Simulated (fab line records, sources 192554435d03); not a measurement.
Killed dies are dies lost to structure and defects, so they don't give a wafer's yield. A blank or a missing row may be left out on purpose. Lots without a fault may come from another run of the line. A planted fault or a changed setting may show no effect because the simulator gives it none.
Chamber matching | flow n5_finfet | N5_GATE_CUT_STRIP_42 on rie_diel-06: 4 sister chambers
The step strips in O2. 4 wafers are shown with their chamber, then 10 later ones without.

WAFERS WITH THEIR CHAMBER
wafer  | chamber | showerhead_plenum_p_Torr (Torr)
L083.2 | 0       | 2.08
L086.6 | 1       | 2.03
L087.1 | 2       | 2.16
L087.2 | 3       | 1.95

WAFERS WITHOUT THEIR CHAMBER
wafer  | showerhead_plenum_p_Torr (Torr)
L087.6 | 2.16
L088.1 | 2.16
L088.5 | 1.95
L088.6 | 2.03
L096.1 | 2.02
L096.5 | 2.07
L096.6 | 2.02
L097.2 | 2.21
L097.3 | 2.02
L097.6 | 2.21

WHICH CHAMBER EACH WENT THROUGH
wafer  | from the rows above     | in truth
L087.6 | 2                       | 2
L088.1 | 2                       | 2
L088.5 | 3                       | 3
L088.6 | 1                       | 1
L096.1 | 1                       | 1
L096.5 | can't be placed: 0 or 1 | 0
L096.6 | 1                       | 1
L097.2 | 2                       | 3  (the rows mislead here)
L097.3 | 1                       | 1
L097.6 | 2                       | 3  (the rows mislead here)
Placed correctly: 7 of 10. Can't be placed from these rows: 1 (the true chamber is among the candidates in 1). Placed wrongly: 2.
How it was worked out, from the rows above alone: a wafer's distance from a chamber is the root of the sum, over the readings, of the square of ((its reading less the chamber's mean) divided by the reading's scatter). The wafer belongs to the nearest chamber; if the next one is less than 2 further off, it can't be placed. A chamber's mean is the mean of its shown wafers. The scatter: with one shown wafer a chamber, the root of the mean of the squares of how far each hidden wafer lies from its nearest shown one.
